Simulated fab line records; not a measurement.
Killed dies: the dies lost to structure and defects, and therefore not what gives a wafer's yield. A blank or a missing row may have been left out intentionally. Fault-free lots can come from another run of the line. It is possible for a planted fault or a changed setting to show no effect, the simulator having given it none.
Matching of chambers -- flow n5-finfet -- 4 sister chambers for N5_SD_EPI_N_ETCHBACK_44 on rie-diel-01
The step etches SiNx in CH3F/O2, stops on SiO2, target depth 14.5 nm. 8 wafers are shown with their chamber, then 8 later ones without.

EACH WAFER AND ITS CHAMBER
wafer,chamber,rf-vpp-V (V),showerhead-plenum-p-Torr (Torr)
L087.6,2,310,2.01
L092.1,0,281,1.94
L092.2,3,308,1.96
L092.3,2,310,2.00
L092.4,1,318,2.11
L092.5,0,280,1.94
L092.6,3,309,1.96
L094.2,1,317,2.11

WAFERS WHOSE CHAMBER IS MISSING
wafer,rf-vpp-V (V),showerhead-plenum-p-Torr (Torr)
L094.3,310,2.00
L094.4,309,1.96
L096.1,310,2.00
L096.2,308,1.96
L096.5,279,1.94
L097.4,309,1.96
L097.5,317,2.11
L097.6,281,1.94

WHICH CHAMBER EACH WENT THROUGH
wafer,from the rows above,in truth
L094.3,2,2
L094.4,3,3
L096.1,2,2
L096.2,3,3
L096.5,0,0
L097.4,3,3
L097.5,1,1
L097.6,0,0
Placed correctly: 8 of 8. Number that these rows cannot place: 0. 0 placed wrongly.
How it was worked out, from the rows above alone: a wafer's distance from a chamber is the root of the sum, over the readings, of the square of ((its reading less the chamber's mean) divided by the reading's scatter). If the next closest chamber is less than 2 further off than the closest, the wafer can't be placed; otherwise it belongs to the closest. Each chamber's mean is taken over the wafers shown for it. The scatter is the square root of a quotient: the sum, over the shown wafers, of each reading's squared deviation from its chamber's mean, divided by wafers minus chambers.
